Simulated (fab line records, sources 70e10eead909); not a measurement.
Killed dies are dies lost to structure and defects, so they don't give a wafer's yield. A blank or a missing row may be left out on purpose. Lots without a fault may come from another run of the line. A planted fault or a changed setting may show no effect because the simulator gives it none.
Which tool did it? | flow nand_harc | 13 lots, 39 wafers sampled, at 6 steps of a route of 1302

WHAT THE GAUGES READ, wafer by wafer
NHARC_A_M0_CD_MEAS_09: target cd 80 nm. Usual: cd_nm 80.0 nm, standard deviation 0.57.
lot  | measured     | on        | cd_nm (nm)                    | flag
L175 | day 23 05:42 | cd_sem-03 | 80.2 78.9 79.8                |
L174 | day 23 07:16 | cd_sem-03 | 79.6 79.4 80.0                |
L177 | day 24 00:14 | cd_sem-01 | 79.1 80.0 78.8                |
L178 | day 24 00:53 | cd_sem-03 | 79.8 80.0 79.2                |
L180 | day 24 11:48 | cd_sem-03 | 80.7 80.2 80.4                |
L179 | day 24 13:26 | cd_sem-02 | 81.3 80.2 81.5                |
L181 | day 25 07:42 | cd_sem-02 | 79.5 80.0 80.8                |
L184 | day 26 07:25 | cd_sem-03 | 80.2 80.8 80.0                |
L183 | day 26 11:49 | cd_sem-03 | 80.0 80.3 80.5                |
L193 | day 30 11:44 | cd_sem-01 | 76.8 77.4 76.5 76.9 77.7 76.7 | OFF
L194 | day 30 12:28 | cd_sem-02 | 76.3 76.2 75.8 75.9 75.2 75.7 | OFF
L195 | day 31 11:24 | cd_sem-02 | 79.8 79.5 79.9                |
L196 | day 31 17:07 | cd_sem-01 | 79.7 80.5 80.6                |

NHARC_END_SORT_01. Usual: defect_limited_yield 91 %, standard deviation 3.4; killed_at_array 55, standard deviation 23; killed_at_other 1.0, standard deviation 1.2; killed_at_periphery 3.2, standard deviation 2.7; killed_dies 59, standard deviation 23; killed_open 3.1, standard deviation 1.6; killed_short 2.2, standard deviation 1.5.
lot  | measured     | on        | defect_limited_yield (%) | killed_at_array | killed_at_other | killed_at_periphery | killed_dies | killed_open | killed_short | flag
L180 | day 26 06:03 | prober-01 | 87 85 90                 | 83 93 58        | 1 2 2           | 6 7 7               | 90 102 67   | 2 2 4       | 5 9 3        |
L193 | day 33 09:31 | prober-01 | 88 88 88                 | 82 78 76        | 0 0 0           | 1 1 4               | 83 79 80    | 5 3 3       | 3 1 1        |
L194 | day 32 20:57 | prober-01 | 92 91 92                 | 50 61 50        | 1 0 0           | 2 1 4               | 53 62 54    | 0 4 3       | 0 2 4        |

WHICH TOOL RAN EACH LOT (tool, then ch and the chambers of the sampled wafers, then the start)
lot  | NHARC_A_BLC_PVD_32                      | NHARC_A_BLC_ALD_23                  | NHARC_A_BLC_CMP_25            | NHARC_A_M0_DEVELOP_08
L175 | pvd_sputter-01, day 23 03:49 or earlier | ald_metal-02 ch 1,2, day 23 03:49   | cmp-03 ch 2,3, day 23 04:33   | litho_track-01 ch 0, day 23 05:00
L174 | pvd_sputter-02, day 23 05:20 or earlier | ald_metal-04 ch 0,1,2, day 23 05:20 | cmp-01 ch 0,1,3, day 23 06:05 | litho_track-04 ch 0, day 23 07:00
L177 | pvd_sputter-03, day 23 22:12 or earlier | ald_metal-02 ch 0,1, day 23 22:12   | cmp-02 ch 0,1, day 23 22:55   | litho_track-06 ch 0, day 24 00:00
L178 | pvd_sputter-01, day 23 22:55 or earlier | ald_metal-01 ch 0,1,2, day 23 22:55 | cmp-01 ch 1,2,3, day 23 23:43 | litho_track-01 ch 0, day 24 00:00
L180 | pvd_sputter-03, day 24 09:52 or earlier | ald_metal-01 ch 0,1, day 24 09:52   | cmp-03 ch 2,3, day 24 10:37   | litho_track-06 ch 0, day 24 11:00
L179 | pvd_sputter-02, day 24 11:26 or earlier | ald_metal-02 ch 0,1,2, day 24 11:26 | cmp-01 ch 0,1,2, day 24 12:10 | litho_track-04 ch 0, day 24 13:00
L181 | pvd_sputter-01, day 25 05:49 or earlier | ald_metal-01 ch 0,1, day 25 05:49   | cmp-02 ch 0,2,3, day 25 06:34 | litho_track-06 ch 0, day 25 07:00
L184 | pvd_sputter-01, day 26 05:31 or earlier | ald_metal-01 ch 0,1,3, day 26 05:31 | cmp-03 ch 0,1,3, day 26 06:16 | litho_track-01 ch 0, day 26 07:00
L183 | pvd_sputter-02, day 26 09:47 or earlier | ald_metal-02 ch 2,3, day 26 09:47   | cmp-02 ch 0,3, day 26 10:31   | litho_track-04 ch 0, day 26 11:00
L193 | pvd_sputter-01, day 30 09:25 or earlier | ald_metal-04 ch 0,1,3, day 30 09:25 | cmp-02 ch 0,1,3, day 30 10:34 | litho_track-04 ch 0, day 30 11:00
L194 | pvd_sputter-02, day 30 10:24 or earlier | ald_metal-02 ch 0,2,3, day 30 10:24 | cmp-01 ch 0,2,3, day 30 11:08 | litho_track-04 ch 0, day 30 12:00
L195 | pvd_sputter-02, day 31 09:22 or earlier | ald_metal-02 ch 0,2,3, day 31 09:22 | cmp-01 ch 0,2,3, day 31 10:08 | litho_track-01 ch 0, day 31 11:00
L196 | pvd_sputter-01, day 31 15:06 or earlier | ald_metal-01 ch 1,2,3, day 31 15:06 | cmp-02 ch 1,2, day 31 15:49   | litho_track-01 ch 0, day 31 17:00
- NHARC_A_BLC_PVD_32: deposits Ti, target thk 5 nm, time 17.7 s.
- NHARC_A_BLC_ALD_23: deposits TiN, target thk 3 nm, pulse time 1 s, ald cycles 150.
- NHARC_A_BLC_CMP_25: polishes, t overpolish 30 s, target thk 150 nm.
- NHARC_A_M0_DEVELOP_08: develop time 35 s.

WHAT THE TOOLS THEMSELVES READ (means of the sampled wafers that have a number; where no wafer has one, the mark that the record gives instead)
NHARC_A_BLC_PVD_32. Usual: throttle_valve_pct 29.8 %, standard deviation 0.96.
lot  | tool           | throttle_valve_pct (%) | flag
L175 | pvd_sputter-01 | 29.3                   |
L174 | pvd_sputter-02 | 30.4                   |
L177 | pvd_sputter-03 | 28.7                   |
L178 | pvd_sputter-01 | 29.4                   |
L180 | pvd_sputter-03 | 29.2                   |
L179 | pvd_sputter-02 | 30.6                   |
L181 | pvd_sputter-01 | 29.4                   |
L184 | pvd_sputter-01 | 29.1                   |
L183 | pvd_sputter-02 | 30.6                   |
L193 | pvd_sputter-01 | 28.7                   |
L194 | pvd_sputter-02 | 30.2                   |
L195 | pvd_sputter-02 | 30.1                   |
L196 | pvd_sputter-01 | 28.9                   |

NHARC_A_BLC_ALD_23. Usual: heater_power_w 1062 W, standard deviation 130; precursor_pulse_height_rel 1.001, standard deviation 0.021.
lot  | tool         | heater_power_w (W) | precursor_pulse_height_rel | flag
L175 | ald_metal-02 | 1078               | 0.987                      |
L174 | ald_metal-04 | 1266               | 1.021                      |
L177 | ald_metal-02 | 1063               | 1.001                      |
L178 | ald_metal-01 | 1000               | 1.013                      |
L180 | ald_metal-01 | 1001               | 0.991                      |
L179 | ald_metal-02 | 1006               | 1.012                      |
L181 | ald_metal-01 | 998                | 1.033                      |
L184 | ald_metal-01 | 1025               | 1.004                      |
L183 | ald_metal-02 | 1027               | 1.005                      |
L193 | ald_metal-04 | 1178               | 1.004                      |
L194 | ald_metal-02 | 1016               | 0.990                      |
L195 | ald_metal-02 | 1009               | 0.988                      |
L196 | ald_metal-01 | 1053               | 1.004                      |

NHARC_A_BLC_CMP_25. Usual: motor_current_A 11.9 A, standard deviation 1.3; overpolish_run_s 29.999 s, standard deviation 0.009; time_to_endpoint_s 29.8 s, standard deviation 2.8.
lot  | tool   | motor_current_A (A) | overpolish_run_s (s) | time_to_endpoint_s (s) | flag
L175 | cmp-03 | 12.2                | 30.004               | 29.9                   |
L174 | cmp-01 | 10.0                | 29.999               | 29.1                   |
L177 | cmp-02 | 12.7                | 30.005               | 30.4                   |
L178 | cmp-01 | 10.2                | 30.006               | 28.0                   |
L180 | cmp-03 | 11.3                | 30.007               | 28.4                   |
L179 | cmp-01 | 10.0                | 29.989               | 31.2                   |
L181 | cmp-02 | 12.4                | 30.000               | 29.0                   |
L184 | cmp-03 | 12.1                | 30.001               | 29.1                   |
L183 | cmp-02 | 12.6                | 29.996               | 29.2                   |
L193 | cmp-02 | 12.9                | 29.997               | 30.0                   |
L194 | cmp-01 | 10.4                | 29.999               | 27.8                   |
L195 | cmp-01 | 10.3                | 30.002               | 30.3                   |
L196 | cmp-02 | 12.4                | 30.006               | 32.8                   |

THE ANSWER, worked out from the rows above alone
Rule: a lot is off if the mean of its wafers that have a number lies more than 3 standard deviations from the usual mean. A lot without any number at a reading at which 4 lots or more have one is off too. The other lots that the step has rows for count as sound. The gauges are gone through in route order, then the tools' own readings, and for those a lot's mean is taken as printed above. The first step at which some lot is off is used, and at that step the reading that is off furthest; a lot without a number counts as furthest.
Off: L193, L194, at NHARC_A_M0_CD_MEAS_09 (cd_nm).
A tool fits if, at a process step before that reading, it ran every lot that is off, and no sound lot after the first of them. The gauges at NHARC_A_M0_CD_MEAS_09 are tried like those tools. NHARC_A_BLC_PVD_32 gives no start for some lots, so the hours and the order of its lots are those of NHARC_A_BLC_ALD_23. One fits: litho_track-04 at NHARC_A_M0_DEVELOP_08. Its last sound lot is L183 (day 26 11:00), its first lot that is off L193 (day 30 11:00): a fault that began between those two fits.

WHAT THE SIMULATOR HAD PUT IN
Process parameter drift: litho_track-04, from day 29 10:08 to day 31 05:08, at NHARC_A_M0_DEVELOP_08. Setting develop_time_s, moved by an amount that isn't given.
Lots struck among those shown: L193, L194. The rule above found the same.
